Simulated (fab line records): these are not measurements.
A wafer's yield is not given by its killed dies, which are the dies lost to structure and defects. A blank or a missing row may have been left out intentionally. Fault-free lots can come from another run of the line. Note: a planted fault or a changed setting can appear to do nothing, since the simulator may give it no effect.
Chamber matching    flow n5Finfet    N5_BEOL_M10_ETCH_61 on rieDiel-05 has 4 sister chambers
The step etches SiARC in CF4, target depth 39 nm, time 65 s. 14 wafers are shown with their chamber, then 7 later ones without.

== WAFERS PAIRED WITH THEIR CHAMBERS ==
wafer   chamber  throttleValvePct (%)  showerheadPlenumPTorr (Torr)  etchRfOnTimeS (s)
L456.1  1        15.99                 2.02                          61.9
L456.5  3        15.63                 2.12                          61.8
L456.6  2        15.57                 2.13                          63.6
L453.1  0        15.97                 2.11                          66.1
L453.5  3        15.65                 2.12                          61.8
L453.6  2        15.57                 2.13                          64.1
L460.2  3        15.68                 2.11                          61.9
L460.3  0        15.97                 2.10                          65.7
L460.4  1        16.01                 2.02                          62.2
L462.4  3        15.67                 2.11                          61.9
L462.5  2        15.61                 2.12                          64.7
L462.6  3        15.68                 2.11                          61.7
L464.1  3        15.68                 2.11                          62.0
L464.3  1        16.01                 2.02                          62.8

SIGNATURES (means of the wafers above)
reading                chamber 0  chamber 1  chamber 2  chamber 3  scatter within a chamber
throttleValvePct       15.9700    16.0033    15.5833    15.6650    0.0187
showerheadPlenumPTorr  2.1050     2.0200     2.1267     2.1133     0.005
etchRfOnTimeS          65.900     62.300     64.133     61.850     0.341
Rule: for a wafer and a chamber, the distance is found by dividing, reading by reading, the gap between the wafer's reading and the chamber's mean by the reading's scatter, squaring, summing and taking the root. The wafer belongs to the nearest chamber; if the next one is less than 2 further off, it can't be placed. The scatter is the square root of a quotient: the sum, over the shown wafers, of each reading's squared deviation from its chamber's mean, divided by wafers minus chambers.

== WAFERS MISSING THEIR CHAMBER ==
wafer   throttleValvePct (%)  showerheadPlenumPTorr (Torr)  etchRfOnTimeS (s)
L464.4  15.98                 2.10                          66.6
L468.3  15.99                 2.10                          66.6
L468.4  15.69                 2.11                          62.2
L468.5  16.03                 2.01                          62.5
L472.3  15.73                 2.10                          61.6
L472.4  15.66                 2.11                          65.3
L472.6  15.73                 2.10                          62.2

== WHICH CHAMBER EACH WENT THROUGH ==
wafer   from the rows above  in truth
L464.4  0                    0
L468.3  0                    0
L468.4  3                    3
L468.5  1                    1
L472.3  3                    3
L472.4  2                    2
L472.6  3                    3
7 of 7 placed correctly. Left unplaced by these rows: 0. Number placed wrongly: 0.
